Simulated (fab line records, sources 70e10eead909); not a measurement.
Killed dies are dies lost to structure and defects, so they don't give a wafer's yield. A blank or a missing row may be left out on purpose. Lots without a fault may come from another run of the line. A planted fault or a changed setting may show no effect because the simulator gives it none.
Chamber matching | flow nand_harc | NHARC_P_M0_CMP_23 on cmp-02: 4 sister chambers
The step polishes, t overpolish 20 s, target thk 117.54 nm. 16 wafers are shown with their chamber, then 8 later ones without.

WAFERS WITH THEIR CHAMBER
wafer  | chamber | motor_current_A (A) | time_to_endpoint_s (s)
L076.1 | 3       | 9.7                 | 27
L076.3 | 0       | 12.6                | 30
L076.6 | 0       | 13.0                | 27
L079.3 | 2       | 12.5                | 33
L079.4 | 0       | 12.9                | 29
L079.6 | 2       | 12.8                | 31
L082.2 | 3       | 10.4                | 30
L082.4 | 2       | 12.3                | 37
L082.6 | 0       | 13.0                | 31
L083.2 | 1       | 11.8                | 28
L083.3 | 3       | 11.1                | 25
L083.5 | 0       | 13.3                | 30
L086.2 | 1       | 12.4                | 30
L086.4 | 3       | 10.3                | 27
L086.6 | 3       | 10.6                | 27
L088.3 | 3       | 10.0                | 24

SIGNATURES (means of the wafers above)
reading            | chamber 0 | chamber 1 | chamber 2 | chamber 3 | scatter within a chamber
motor_current_A    | 12.960    | 12.100    | 12.533    | 10.350    | 0.38
time_to_endpoint_s | 29.40     | 29.00     | 33.67     | 26.67     | 2.07
Rule: a wafer's distance from a chamber is the root of the sum, over the readings, of the square of ((its reading less the chamber's mean) divided by the reading's scatter). The wafer belongs to the nearest chamber; if the next one is less than 2 further off, it can't be placed. The scatter: the root of (the sum of the squares of (reading less its chamber's mean) over the shown wafers, divided by (wafers less chambers)).

WAFERS WITHOUT THEIR CHAMBER
wafer  | motor_current_A (A) | time_to_endpoint_s (s)
L088.5 | 9.8                 | 25
L088.6 | 11.7                | 30
L091.2 | 11.9                | 30
L091.3 | 10.6                | 25
L091.6 | 12.6                | 35
L094.1 | 12.9                | 33
L094.4 | 12.8                | 31
L094.5 | 13.5                | 31

WHICH CHAMBER EACH WENT THROUGH
wafer  | from the rows above          | in truth
L088.5 | 3                            | 3
L088.6 | can't be placed: 1 or 2      | 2
L091.2 | can't be placed: 1 or 2      | 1
L091.3 | 3                            | 3
L091.6 | 2                            | 2
L094.1 | can't be placed: 2 or 0 or 1 | 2
L094.4 | can't be placed: 0 or 2 or 1 | 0
L094.5 | can't be placed: 0 or 2      | 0
Placed correctly: 3 of 8. Can't be placed from these rows: 5 (the true chamber is among the candidates in 5). Placed wrongly: 0.
